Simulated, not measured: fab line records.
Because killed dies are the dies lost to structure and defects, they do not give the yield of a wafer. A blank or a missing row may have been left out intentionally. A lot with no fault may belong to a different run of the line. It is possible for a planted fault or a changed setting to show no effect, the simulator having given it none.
fab line records	flow n5_finfet
record lots=7	wafers=21
route steps=1938 shown BEOL_M5@1161 BEOL_M7@1263 BEOL_M8@1368
start_h: the number of hours between the record's first day and the start of the first shown wafer of the lot	wait_h: hours since the lot's step before	" repeats the value in the row above	L1.1+2: a row that stands for several wafers	- either no value or no given start	* or withheld: withheld	< > ~ a bound
route shown NAME@n: a module of which the file shows steps, and the number in the route of the first	usual: the fault-free wafers' mean and standard deviation	same: alike in all rows	chamber/n: place in a boat	sites: the reading at each site	_std_site: their standard deviation	_edge_site: outer sites' mean less inner sites'	radius_mm: for every site, how far away it sits from the centre of the wafer	mask NAME#n: copy n	behind: the tool/chamber that last shaped the wafer	hold: why the lot was held/for how many hours/how that ended	device: names the non-switching transistor (n, p or np)	end of line: the route-end tests of the same wafers	where a step has no rows: the recipe by itself	killed: the dies lost at the first sort to structure and to defects; this is not the yield of the wafer	map: shows each die of a wafer: x if killed, . if not, _ if none is there
set.NAME: setting as actually run; set.NAME@STEP: the setting as run at that earlier step	model.NAME: the simulator's own value behind a step, which no gauge read
lots where settings were altered on purpose, with a table for each step and a row for each wafer
## steps
# step N5_BEOL_M5_ETCH_41
# recipe chemistry=CH3F/O2	target=SiCN	target_depth_a=315	taper_deg=2	time_s=56.7	ion_energy_ev=120	mask_material=TiN	pressure_mtorr=30	source_w=395	bias_w=75	Ar_flow_sccm=150	CH3F_flow_sccm=30	O2_flow_sccm=20
# usual rf_vpp_V=297.3/1.5
lot.wafer	tool	chamber	start_h	wait_h	set.source_w	set.dose_mj@BEOL_M5_EXPOSE_08	rf_vpp_V	model.etch.depth_nm	model.BEOL_M5.cd_nm
L074.2	rie_diel-01	3	-	-	395	35.75	296.5	22.25	28
L074.3	"	1	"	"	395	35.75	298.1	21.49	28.2
L074.5	"	0	"	"	395	35.75	296.4	21.74	28.2
L081.3	rie_diel-03	2	-	-	424.2	33.43	292.9	22.02	26.4
L081.4	"	0	"	"	424.2	35.75	291.2	22.11	28
L081.5	"	0	"	"	395	33.43	297.4	21.32	26.2
L084.1	rie_diel-06	2	-	-	334.5	35.75	313.3	20.08	28.4
L084.4	"	2	"	"	334.5	35.75	313.5	19.9	28
L084.6	"	3	"	"	334.5	35.75	313.6	20.09	28
L092.1	rie_diel-06	2	-	-	339.3	38.39	310.5	19.94	30
L092.3	"	1	"	"	395	38.39	298.4	21.57	29.8
L092.4	"	2	"	"	395	35.75	295.3	21.11	28.2
L088.2	rie_diel-01	3	-	-	395	34.79	296.2	21.75	27.4
L088.5	"	0	"	"	395	35.75	295.0	21.48	28
L088.6	"	1	"	"	395	34.79	298.0	21.35	27.4
L089.2	rie_diel-01	2	-	-	395	35.75	301.1	21.87	28.4
L089.5	"	2	"	"	395	34.62	300.2	21.9	27.4
L089.6	"	3	"	"	324.1	34.62	316.0	20.15	27.6
L093.1	rie_diel-06	3	-	-	395	35.75	297.1	21.42	28.4
L093.5	"	3	"	"	395	33.59	297.6	21.47	26.8
L093.6	"	0	"	"	366.7	33.59	304.9	21.39	26.6
# step N5_BEOL_M5_STRIP_91
# recipe chemistry=N2/H2	time_s=10	power_w=450	temp_c=40	pressure_mtorr=20	rf_frequency_hz=6e+07	bias_power_w=7	n2_flow_sccm=200	h2_flow_sccm=200
# step N5_BEOL_M5_OCD_MEAS_38
# usual trench_depth_nm=72.0/1
lot.wafer	tool	chamber	start_h	wait_h	set.bias_w@BEOL_M5_TRENCH_ETCH_37	trench_depth_nm
L074.2	ocd-02	-	216.69	-	185	73.6
L074.3	"	-	"	"	185	72.1
L074.5	"	-	"	"	185	71.4
L081.3	ocd-01	-	274.95	-	152.4	67.0
L081.4	"	-	"	"	152.4	67.3
L081.5	"	-	"	"	185	71.2
L084.1	ocd-01	-	286.61	-	185	70.6
L084.4	"	-	"	"	185	70.7
L084.6	"	-	"	"	159	68.6
L092.1	ocd-02	-	300.04	-	185	71.7
L092.3	"	-	"	"	185	73.2
L092.4	"	-	"	"	173.6	70.6
L088.2	ocd-01	-	317.08	-	185	71.3
L088.5	"	-	"	"	151.8	67.4
L088.6	"	-	"	"	185	70.9
L089.2	ocd-01	-	321.81	-	185	73.6
L089.5	"	-	"	"	185	74.4
L089.6	"	-	"	"	185	73.0
L093.1	ocd-02	-	332.29	-	161.1	68.7
L093.5	"	-	"	"	185	71.8
L093.6	"	-	"	"	161.1	70.4
# step N5_BEOL_M5_HM_STRIP_39
# recipe chemistry=peroxide_tin_strip	material=TiN	target_depth_a=250	temp_c=50	time_s=158
# step N5_BEOL_M5_SRD_40
# recipe time_s=30	temp_c=23	rinse_liquid=diw	dry=ipa_marangoni
# step N5_BEOL_M5_PRECLEAN_42
# recipe chemistry=residue_remover	time_s=60	temp_c=40
# step N5_BEOL_M5_SRD_43
# recipe time_s=30	temp_c=23	rinse_liquid=diw	dry=ipa_marangoni
# step N5_BEOL_M5_CD_MEAS_35
# recipe target_cd_nm=28	target_cd_y_nm=24	polarity=opening
# usual cd_nm=28.1/0.3
lot.wafer	tool	chamber	start_h	wait_h	set.dose_mj@BEOL_M5_EXPOSE_08	cd_nm
L074.2	cd_sem-03	-	216.85	0.0	35.75	28.1
L074.3	"	-	"	"	35.75	28.1
L074.5	"	-	"	"	35.75	27.9
L081.3	cd_sem-02	-	275.11	0.0	33.43	26.4
L081.4	"	-	"	"	35.75	27.9
L081.5	"	-	"	"	33.43	26.2
L084.1	cd_sem-03	-	286.77	0.0	35.75	28.3
L084.4	"	-	"	"	35.75	27.9
L084.6	"	-	"	"	35.75	28.0
L092.1	cd_sem-01	-	300.20	0.0	38.39	30.2
L092.3	"	-	"	"	38.39	29.4
L092.4	"	-	"	"	35.75	28.1
L088.2	cd_sem-02	-	317.24	0.0	34.79	27.7
L088.5	"	-	"	"	35.75	27.6
L088.6	"	-	"	"	34.79	27.4
L089.2	cd_sem-03	-	321.97	0.0	35.75	28.5
L089.5	"	-	"	"	34.62	27.7
L089.6	"	-	"	"	34.62	27.3
L093.1	cd_sem-03	-	332.45	0.0	35.75	28.6
L093.5	"	-	"	"	33.59	26.4
L093.6	"	-	"	"	33.59	26.3
# step N5_BEOL_M7_ILD_DEP_00
# recipe material=SiCOH_lowk	target_thk_a=1797.5	temp_c=300	precursor=DEMS/porogen	pressure_torr=5	rf_w=500	time_s=33.4
lot.wafer	tool	chamber	start_h	wait_h	set.time_s	model.SiCOH_lowk_of_BEOL_M7_ILD_DEP_00.thk_nm
L074.2	pecvd-04	2	231.32	0.0	33.4	179.2
L074.3	"	0	"	"	33.4	178.6
L074.5	"	1	"	"	33.4	182.8
L081.3	pecvd-01	1	294.09	0.0	35.81	190
L081.4	"	2	"	"	33.4	179.8
L081.5	"	1	"	"	33.4	180.4
L084.1	pecvd-04	1	303.38	0.0	33.4	182.2
L084.4	"	0	"	"	29.02	161
L084.6	"	2	"	"	29.02	160
L092.1	pecvd-04	2	315.54	0.0	33.4	178.2
L092.3	"	0	"	"	33.4	178.6
L092.4	"	1	"	"	36.94	201
L088.2	pecvd-01	2	332.38	0.0	30.3	160
L088.5+6	"	2,1	"	"	33.4	178.6
L089.2	pecvd-03	1	337.76	0.0	33.4	179.4
L089.5	"	1	"	"	35.38	191.2
L089.6	"	2	"	"	33.4	180.8
L093.1	pecvd-04	0	347.26	0.0	33.4	177.8
L093.5	"	0	"	"	35.88	194.4
L093.6	"	2	"	"	33.4	180.4
# step N5_BEOL_M7_CURE_74
# recipe temp_c=385	time_s=240	ambient=He/Ar	material=SiCOH_lowk
lot.wafer	tool	chamber	start_h	wait_h	set.time_s@BEOL_M7_ILD_DEP_00	model.SiCOH_lowk_of_BEOL_M7_ILD_DEP_00.thk_nm
L074.2	uv_cure-03	0	231.47	0.1	33.4	154.4
L074.3	"	0	"	"	33.4	154
L074.5	"	0	"	"	33.4	157.6
L081.3	uv_cure-03	0	294.31	0.2	35.81	163.8
L081.4	"	0	"	"	33.4	155
L081.5	"	0	"	"	33.4	155.6
L084.1	uv_cure-01	1	303.44	0.0	33.4	157.2
L084.4	"	1	"	"	29.02	138.6
L084.6	"	1	"	"	29.02	137.8
L092.1	uv_cure-01	2	315.60	0.0	33.4	153.8
L092.3	"	2	"	"	33.4	154
L092.4	"	2	"	"	36.94	173.6
L088.2	uv_cure-03	0	332.55	0.1	30.3	137.8
L088.5+6	"	0	"	"	33.4	154
L089.2	uv_cure-03	2	338.63	0.8	33.4	154.8
L089.5	"	2	"	"	35.38	165
L089.6	"	2	"	"	33.4	156
L093.1	uv_cure-03	0	347.33	0.0	33.4	153.2
L093.5	"	0	"	"	35.88	167.8
L093.6	"	0	"	"	33.4	155.6
# step N5_BEOL_M7_THK_MEAS_01
# recipe reads=SiCOH_lowk_of_BEOL_M7_ILD_DEP_00
# usual M7_ILD_THK=155.9/2
lot.wafer	tool	chamber	start_h	wait_h	set.time_s@BEOL_M7_ILD_DEP_00	M7_ILD_THK[nm]
L074.2	film_metro-01	-	231.90	0.4	33.4	154.4
L074.3	"	-	"	"	33.4	154.1
L074.5	"	-	"	"	33.4	157.6
L081.3	film_metro-02	-	294.67	0.3	35.81	164.0
L081.4	"	-	"	"	33.4	155.0
L081.5	"	-	"	"	33.4	155.7
L084.1	film_metro-01	-	303.95	0.4	33.4	157.2
L084.4	"	-	"	"	29.02	138.7
L084.6	"	-	"	"	29.02	137.8
L092.1	film_metro-02	-	316.12	0.4	33.4	153.8
L092.3	"	-	"	"	33.4	154.0
L092.4	"	-	"	"	36.94	173.6
L088.2	film_metro-01	-	332.98	0.4	30.3	137.7
L088.5	"	-	"	"	33.4	153.8
L088.6	"	-	"	"	33.4	153.9
L089.2	film_metro-02	-	339.06	0.4	33.4	154.9
L089.5	"	-	"	"	35.38	164.8
L089.6	"	-	"	"	33.4	155.9
L093.1	film_metro-01	-	347.84	0.4	33.4	153.3
L093.5	"	-	"	"	35.88	167.8
L093.6	"	-	"	"	33.4	155.6
# step N5_BEOL_M7_VIA_ETCH_34
# recipe chemistry=C4F6/O2	target=SiCOH_lowk	target_depth_a=1255	mask_material=SOC	taper_deg=4	time_s=50.5	ion_energy_ev=250	pressure_mtorr=30	source_w=345	bias_w=185	Ar_flow_sccm=300	C4F6_flow_sccm=10	O2_flow_sccm=10
# usual rf_vpp_V=667/6.5
lot.wafer	tool	chamber	start_h	wait_h	set.source_w	rf_vpp_V
L074.2	rie_diel-06	2	235.34	0.0	345	659
L074.3	"	3	"	"	345	669
L074.5	"	3	"	"	345	669
L081.3	rie_diel-01	0	299.80	0.0	345	667
L081.4	"	1	"	"	345	668
L081.5	"	2	"	"	345	673
L084.1	rie_diel-01	0	308.73	0.0	345	668
L084.4	"	1	"	"	345	668
L084.6	"	1	"	"	345	668
L092.1	rie_diel-06	3	321.32	0.0	345	667
L092.3	"	0	"	"	345	671
L092.4	"	1	"	"	308.1	713
L088.2	rie_diel-06	0	335.72	0.0	345	669
L088.5	"	3	"	"	384.2	633
L088.6	"	2	"	"	384.2	622
L089.2	rie_diel-06	1	342.46	0.0	345	674
L089.5	"	2	"	"	345	657
L089.6	"	3	"	"	345	668
L093.1	rie_diel-01	3	350.39	0.0	345	659
L093.5	"	1	"	"	295.2	723
L093.6	"	0	"	"	345	667
# step N5_BEOL_M7_ETCH_41
# recipe chemistry=CH3F/O2	target=SiCN	target_depth_a=319	taper_deg=2	time_s=57.8	ion_energy_ev=120	mask_material=TiN	pressure_mtorr=30	source_w=395	bias_w=75	Ar_flow_sccm=150	CH3F_flow_sccm=30	O2_flow_sccm=20
# usual rf_vpp_V=297.2/1.6
lot.wafer	tool	chamber	start_h	wait_h	set.bias_w	rf_vpp_V	model.etch.depth_nm
L074.2	rie_diel-06	2	-	-	75	296.4	21.49
L074.3	"	3	"	"	75	299.0	21.61
L074.5	"	3	"	"	75	297.7	21.65
L081.3	rie_diel-01	0	-	-	75	296.6	21.91
L081.4	"	1	"	"	88.49	330.0	22.98
L081.5	"	2	"	"	88.49	332.4	23.7
L084.1	rie_diel-01	0	-	-	75	296.0	21.58
L084.4	"	1	"	"	69.71	284.9	21.15
L084.6	"	1	"	"	69.71	283.5	20.96
L092.1	rie_diel-06	3	-	-	75	296.4	21.76
L092.3	"	0	"	"	79.53	308.5	22.54
L092.4	"	1	"	"	79.53	309.7	22.65
L088.2	rie_diel-06	0	-	-	75	296.6	22.47
L088.5	"	3	"	"	75	298.8	21.81
L088.6	"	2	"	"	75	296.2	21.88
L089.2	rie_diel-06	1	-	-	75	299.2	22.23
L089.5	"	2	"	"	75	293.5	21.59
L089.6	"	3	"	"	75	297.3	21.78
L093.1	rie_diel-01	3	-	-	61.78	262.0	20.65
L093.5	"	1	"	"	61.78	265.0	20.44
L093.6	"	0	"	"	75	297.3	21.88
# step N5_BEOL_M8_DESCUM_33
# recipe chemistry=O2	time_s=7	source_power_w=50	bias_power_w=20	pressure_mtorr=20	rf_frequency_hz=2.712e+07	temp_c=40	resist=CAR-EUV	o2_flow_sccm=225
lot.wafer	tool	chamber	start_h	wait_h	set.time_s	model.CAR-EUV_of_BEOL_M8_COAT_22.thk_nm
L074.2+5	rie_diel-02	0,2	242.37	0.2	7	26.2
L074.3	"	2	"	"	7	26
L081.3+4	rie_diel-05	2,0	308.48	0.0	7.811	25.8
L081.5	"	3	"	"	7	26.2
L084.1+4+6	rie_diel-04	0,2,2	316.67	0.0	7	26.2
L092.1+4	rie_diel-05	1,0	330.69	0.0	7	26.2
L092.3	"	0	"	"	7.81	25.8
L088.2+5	rie_diel-05	3	343.29	0.3	7	26.2
L088.6	"	1	"	"	7.838	25.8
L089.2+6	rie_diel-05	3,0	349.70	0.1	7	26
L089.5	"	3	"	"	7.781	25.6
L093.1+5+6	rie_diel-04	1,1,0	357.23	0.0	7	26.2
# step N5_BEOL_M8_TRENCH_ETCH_37
# recipe chemistry=C4F6/O2	target_depth_a=934.78	target=SiCOH_lowk	time_s=31.2	ion_energy_ev=250	pressure_mtorr=30	source_w=345	bias_w=185	Ar_flow_sccm=300	C4F6_flow_sccm=10	O2_flow_sccm=10
# usual rf_vpp_V=667/5
lot.wafer	tool	chamber	start_h	wait_h	set.source_w	rf_vpp_V	model.etch.depth_nm	model.BEOL_M8.feature_depth_nm
L074.2	rie_diel-02	0	-	-	345	672	93.25	93.2
L074.3	"	2	"	"	345	673	93.32	93.4
L074.5	"	2	"	"	345	673	92.92	93
L081.3	rie_diel-05	2	-	-	345	664	93.34	93.4
L081.4	"	0	"	"	345	662	92.84	92.8
L081.5	"	3	"	"	284	735	85.75	85.8
L084.1	rie_diel-04	0	-	-	294.8	721	89.17	89.2
L084.4	"	2	"	"	345	668	93.52	93.6
L084.6	"	2	"	"	294.8	722	87.59	87.6
L092.1	rie_diel-05	1	-	-	345	670	94.02	94
L092.3	"	0	"	"	345	664	93.07	93
L092.4	"	0	"	"	321.2	687	90.46	90.4
L088.2	rie_diel-05	3	-	-	345	664	91.87	91.8
L088.5	"	3	"	"	309.4	705	87.64	87.6
L088.6	"	1	"	"	345	671	94.24	94.2
L089.2	rie_diel-05	3	-	-	345	667	92.06	92
L089.5	"	3	"	"	380.9	632	96.12	96.2
L089.6	"	0	"	"	380.9	630	98.11	98.2
L093.1	rie_diel-04	1	-	-	345	671	92.75	92.8
L093.5	"	1	"	"	345	672	92.25	92.2
L093.6	"	0	"	"	345	665	94.65	94.6
# step N5_BEOL_M8_ETCH_41
# recipe chemistry=CH3F/O2	target=SiCN	target_depth_a=319	taper_deg=2	time_s=57.8	ion_energy_ev=120	mask_material=TiN	pressure_mtorr=30	source_w=395	bias_w=75	Ar_flow_sccm=150	CH3F_flow_sccm=30	O2_flow_sccm=20
# step N5_BEOL_M8_STRIP_80
# recipe chemistry=N2/H2	time_s=10	power_w=450	temp_c=40	pressure_mtorr=20	rf_frequency_hz=6e+07	bias_power_w=7	n2_flow_sccm=200	h2_flow_sccm=200
# step N5_BEOL_M8_OCD_MEAS_38
# usual trench_depth_nm=93.5/1.4
lot.wafer	tool	chamber	start_h	wait_h	set.source_w@BEOL_M8_TRENCH_ETCH_37	trench_depth_nm
L074.2	ocd-02	-	242.80	-	345	93.5
L074.3	"	-	"	"	345	93.0
L074.5	"	-	"	"	345	93.3
L081.3	ocd-01	-	308.91	-	345	93.0
L081.4	"	-	"	"	345	92.3
L081.5	"	-	"	"	284	86.4
L084.1	ocd-02	-	317.10	-	294.8	89.0
L084.4	"	-	"	"	345	93.7
L084.6	"	-	"	"	294.8	87.5
L092.1	ocd-01	-	331.12	-	345	94.2
L092.3	"	-	"	"	345	93.1
L092.4	"	-	"	"	321.2	90.6
L088.2	ocd-01	-	343.73	-	345	91.9
L088.5	"	-	"	"	309.4	87.9
L088.6	"	-	"	"	345	93.8
L089.2	ocd-02	-	350.13	-	345	91.5
L089.5	"	-	"	"	380.9	96.4
L089.6	"	-	"	"	380.9	97.4
L093.1	ocd-02	-	357.65	-	345	93.1
L093.5	"	-	"	"	345	92.2
L093.6	"	-	"	"	345	94.9
# step N5_BEOL_M8_HM_STRIP_39
# recipe chemistry=peroxide_tin_strip	material=TiN	target_depth_a=250	temp_c=50	time_s=158
# step N5_BEOL_M8_SRD_40
# recipe time_s=30	temp_c=23	rinse_liquid=diw	dry=ipa_marangoni
# step N5_BEOL_M8_ECD_50
# recipe material=Cu	target_thk_a=3000
# step N5_BEOL_M8_ANNEAL_51
# recipe temp_c=225	time_s=90	ambient=N2
# step N5_BEOL_M8_CMP_52
# recipe stop_on=SiCOH_lowk	t_overpolish_s=6.9	down_force_psi=1	platen_rpm=50	clearing_platen_down_force_psi=1.5	clearing_platen_rpm=50	post_cmp_clean=cu_alkaline	target_thk_nm=80	clearing_platen_pad_velocity_m_s=0.99484	pad_velocity_m_s=0.99484
lot.wafer	tool	chamber	start_h	wait_h	set.source_w@BEOL_M8_TRENCH_ETCH_37	model.Cu_of_BEOL_M8_ECD_50.thk_nm
L074.2	cmp-02	1	245.35	0.2	345	80.4
L074.3+5	"	2,0	"	"	345	80
L081.4	cmp-02	1	311.70	0.1	345	79.4
L081.3	"	2	"	"	345	79.6
L081.5	"	1	"	"	284	72.2
L084.1	cmp-04	2	320.31	0.4	294.8	74.2
L084.4	"	3	"	"	345	79.2
L084.6	"	0	"	"	294.8	75.8
L092.3	cmp-03	1	333.18	0.2	345	78.2
L092.4	"	3	"	"	321.2	76.4
L092.1	"	0	"	"	345	79.6
L088.2	cmp-02	2	347.40	0.3	345	75.8
L088.6	"	0	"	"	345	80.6
L088.5	"	1	"	"	309.4	72
L089.2	cmp-04	2	352.39	0.5	345	78.8
L089.5	"	0	"	"	380.9	83.8
L089.6	"	1	"	"	380.9	85
L093.1	cmp-03	0	360.36	0.4	345	80.4
L093.5	"	1	"	"	345	78.8
L093.6	"	2	"	"	345	81
# step N5_BEOL_M8_THK_MEAS_53
# recipe thk_meas_gauge=xrf	reads=Cu_of_BEOL_M8_ECD_50
# usual M8_THK=80.6/1.8
lot.wafer	tool	chamber	start_h	wait_h	set.source_w@BEOL_M8_TRENCH_ETCH_37	M8_THK[nm]
L074.2	film_metro-02	-	245.60	-	345	80.9
L074.3	"	-	"	"	345	80.5
L074.5	"	-	"	"	345	80.1
L081.3	film_metro-01	-	312.00	-	345	81.0
L081.4	"	-	"	"	345	80.8
L081.5	"	-	"	"	284	73.4
L084.1	film_metro-02	-	320.53	-	294.8	73.9
L084.4	"	-	"	"	345	79.0
L084.6	"	-	"	"	294.8	75.7
L092.1	film_metro-01	-	333.47	-	345	80.8
L092.3	"	-	"	"	345	79.0
L092.4	"	-	"	"	321.2	77.3
L088.2	film_metro-01	-	347.63	-	345	77.0
L088.5	"	-	"	"	309.4	73.2
L088.6	"	-	"	"	345	81.9
L089.2	film_metro-01	-	352.61	-	345	79.2
L089.5	"	-	"	"	380.9	83.7
L089.6	"	-	"	"	380.9	85.5
L093.1	film_metro-02	-	360.54	-	345	80.5
L093.5	"	-	"	"	345	79.2
L093.6	"	-	"	"	345	81.4
# step N5_BEOL_M8_PRE_CLEAN_55
# recipe gas=NH3	time_s=15	temp_c=withheld	rf_power_w=300
# step N5_BEOL_M8_DEP_56
# recipe material=SiCN	target_thk_a=100	temp_c=withheld	precursor=3MS/NH3	pressure_torr=3	rf_w=202	time_s=17.5
# step N5_BEOL_M8_RS_MEAS_57
# recipe thk_meas_gauge=four-point-probe	reads=Cu_of_BEOL_M8_ECD_50+Co_of_BEOL_M8_CVD_78+TaN_of_BEOL_M8_ALD_77
# usual M8_RS=0.287/0.0064
lot.wafer	tool	chamber	start_h	wait_h	set.source_w@BEOL_M8_TRENCH_ETCH_37	M8_RS[ohm/sq]
L074.2	film_metro-01	-	245.73	0.1	345	0.284
L074.3	"	-	"	"	345	0.286
L074.5	"	-	"	"	345	0.286
L081.3	film_metro-02	-	312.13	0.1	345	0.287
L081.4	"	-	"	"	345	0.288
L081.5	"	-	"	"	284	0.323
L084.1	film_metro-01	-	320.66	0.1	294.8	0.313
L084.4	"	-	"	"	345	0.289
L084.6	"	-	"	"	294.8	0.305
L092.1	film_metro-02	-	333.60	0.1	345	0.288
L092.3	"	-	"	"	345	0.294
L092.4	"	-	"	"	321.2	0.302
L088.2	film_metro-01	-	347.76	0.1	345	0.305
L088.5	"	-	"	"	309.4	0.323
L088.6	"	-	"	"	345	0.283
L089.2	film_metro-01	-	352.74	0.1	345	0.291
L089.5	"	-	"	"	380.9	0.272
L089.6	"	-	"	"	380.9	0.266
L093.1	film_metro-01	-	360.67	0.1	345	0.284
L093.5	"	-	"	"	345	0.291
L093.6	"	-	"	"	345	0.282
## key
split step=N5_BEOL_M5_ETCH_41	setting=source_w	stated=395	by=wafer
response step=N5_BEOL_M5_ETCH_41	reading=rf_vpp_V	change=-0.896	per=1%	r=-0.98
response step=N5_BEOL_M5_ETCH_41	reading=model.etch.depth_nm	change=+0.0904	per=1%	r=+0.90
split step=N5_BEOL_M7_ILD_DEP_00	setting=time_s	stated=33.4	by=wafer
response step=N5_BEOL_M7_ILD_DEP_00	reading=model.SiCOH_lowk_of_BEOL_M7_ILD_DEP_00.thk_nm	change=+1.85	per=1%	r=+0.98
response step=N5_BEOL_M7_CURE_74	reading=model.SiCOH_lowk_of_BEOL_M7_ILD_DEP_00.thk_nm	change=+1.61	per=1%	r=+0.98
response step=N5_BEOL_M7_THK_MEAS_01	reading=M7_ILD_THK	change=+1.61	per=1%	r=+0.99
split step=N5_BEOL_M7_VIA_ETCH_34	setting=source_w	stated=345	by=wafer
response step=N5_BEOL_M7_VIA_ETCH_34	reading=rf_vpp_V	change=-4.01	per=1%	r=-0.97
split step=N5_BEOL_M7_ETCH_41	setting=bias_w	stated=75	by=wafer
response step=N5_BEOL_M7_ETCH_41	reading=rf_vpp_V	change=+1.91	per=1%	r=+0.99
response step=N5_BEOL_M7_ETCH_41	reading=model.etch.depth_nm	change=+0.0807	per=1%	r=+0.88
split step=N5_BEOL_M8_DESCUM_33	setting=time_s	stated=7	by=wafer
response step=N5_BEOL_M8_DESCUM_33	reading=model.CAR-EUV_of_BEOL_M8_COAT_22.thk_nm	change=-0.0345	per=1%	r=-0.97
split step=N5_BEOL_M8_TRENCH_ETCH_37	setting=source_w	stated=345	by=wafer
response step=N5_BEOL_M8_TRENCH_ETCH_37	reading=rf_vpp_V	change=-3.74	per=1%	r=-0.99
response step=N5_BEOL_M8_TRENCH_ETCH_37	reading=model.etch.depth_nm	change=+0.425	per=1%	r=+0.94
response step=N5_BEOL_M8_TRENCH_ETCH_37	reading=model.BEOL_M8.feature_depth_nm	change=+0.427	per=1%	r=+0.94
response step=N5_BEOL_M8_OCD_MEAS_38	reading=trench_depth_nm	change=+0.405	per=1%	r=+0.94
response step=N5_BEOL_M8_CMP_52	reading=model.Cu_of_BEOL_M8_ECD_50.thk_nm	change=+0.419	per=1%	r=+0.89
response step=N5_BEOL_M8_THK_MEAS_53	reading=M8_THK	change=+0.426	per=1%	r=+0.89
response step=N5_BEOL_M8_RS_MEAS_57	reading=M8_RS	change=-0.00193	per=1%	r=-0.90
split outside_this_file step=N5_BEOL_M5_EXPOSE_08 setting=dose_mj
split outside_this_file step=N5_BEOL_M5_TRENCH_ETCH_37 setting=bias_w
# split outside_this_file: this setting was split too, and the file shows its column; the key of that split is in another file
